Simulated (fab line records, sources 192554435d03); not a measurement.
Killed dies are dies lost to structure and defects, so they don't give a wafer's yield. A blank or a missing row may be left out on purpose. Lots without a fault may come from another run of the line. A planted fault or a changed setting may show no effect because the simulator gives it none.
One fault seen from 2 desks | flow n5_finfet | each desk has only its own numbers; what lay behind them comes last

THE TOOL OWNER'S DESK: litho_track-03
The tool's own readings at N5_DUMMY_GATE_COAT_09 (resist thk 30 nm): means of the sampled wafers that have a number, for each lot that ran on this tool. A lot is out of limits, marked OUT, if its mean lies more than 4 standard deviations from the usual mean; the brackets give that distance.
Columns: A = spin_speed_rpm at N5_DUMMY_GATE_COAT_09, usual 1500.2 rpm
lot  | first seen here | A
L564 | day 3 00:07     | 1500.6
L565 | day 3 08:07     | 1500.5
L571 | day 4 16:29     | 1336.8 (-99 or more) OUT
L574 | day 5 09:04     | 1337.6 (-99 or more) OUT
L573 | day 5 09:40     | 1336.1 (-99 or more) OUT
L584 | day 8 02:37     | 1501.1
L585 | day 8 04:16     | 1500.4
This desk's finding: out of limits on L571, L573, L574; first on L571, day 4 16:29 (spin_speed_rpm at N5_DUMMY_GATE_COAT_09). In limits: L564, L565, L584, L585.

THE METROLOGY DESK
What the gauges read, lot by lot, whatever tool the lot ran on: means of the sampled wafers that have a number. A lot is out of limits, marked OUT, if its mean lies more than 4 standard deviations from the usual mean; the brackets give that distance. Of its 13 readings 7 are shown: those that lie furthest out on some lot.
Columns: A = thk_nm at N5_STI_FIN_REVEAL_THK_MEAS_05, usual 131.8 nm; B = cd_nm at N5_DUMMY_GATE_CD_MEAS_15, usual 25.00 nm; C = DIBL_N at N5_BEOL_M4_RC_MEAS_101, usual 36.4 mV/V; D = DIBL_P at N5_BEOL_M4_RC_MEAS_101, usual 36.5 mV/V; E = IOFF_N at N5_BEOL_M4_RC_MEAS_101, usual 0.154 nA/um; F = IOFF_P at N5_BEOL_M4_RC_MEAS_101, usual 0.202 nA/um; G = SS_N at N5_BEOL_M4_RC_MEAS_101, usual 71.6 mV/dec
lot  | first seen here | A     | B     | C    | D    | E     | F     | G
L564 | day 2 10:23     | 131.2 | 25.01 | 39.6 | 38.3 | 0.194 | 0.231 | 72.9
L565 | day 2 18:25     | 133.4 | 25.13 | 36.5 | 35.3 | 0.150 | 0.179 | 72.1
L571 | day 4 02:59     | 131.0 | 24.87 | 35.1 | 34.8 | 0.151 | 0.185 | 71.4
L573 | day 4 14:43     | 132.3 | 24.88 | 35.6 | 36.2 | 0.144 | 0.188 | 71.6
L574 | day 4 21:17     | 132.1 | 25.21 | 36.0 | 35.1 | 0.145 | 0.205 | 71.2
L576 | day 5 10:36     | 131.8 | 25.39 | 35.8 | 38.9 | 0.152 | 0.188 | 71.7
L583 | day 7 02:45     | 133.0 | 24.92 | 36.7 | 36.2 | 0.145 | 0.243 | 71.8
L584 | day 7 11:06     | 131.1 | 25.00 | 37.3 | 36.9 | 0.181 | 0.229 | 71.7
L585 | day 7 16:07     | 131.0 | 25.08 | 38.2 | 40.8 | 0.200 | 0.252 | 72.5
L586 | day 7 21:41     | 131.2 | 25.45 | 35.0 | 35.3 | 0.136 | 0.202 | 71.1
L587 | day 8 05:09     | 132.2 | 24.94 | 36.9 | 38.4 | 0.178 | 0.208 | 71.6
This desk's finding: nothing out of limits on any of the 11 lots.

PUT TOGETHER
The tool owner's desk could have raised an alarm at day 4 16:29, on L571, L573, L574.
The metrology desk saw nothing out of limits.
The metrology desk has L571, L573, L574 on record, within its limits.
Of the lots named, all ran N5_DUMMY_GATE_COAT_09 on litho_track-03.

WHAT THE SIMULATOR HAD PUT IN
Process parameter drift: litho_track-03, from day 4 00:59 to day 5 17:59, at N5_DUMMY_GATE_COAT_09. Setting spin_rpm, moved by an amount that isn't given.
Lots struck among those shown: L571, L573, L574.
Hours from the fault's start to each desk's first reading out of limits: the tool owner's desk, 16.
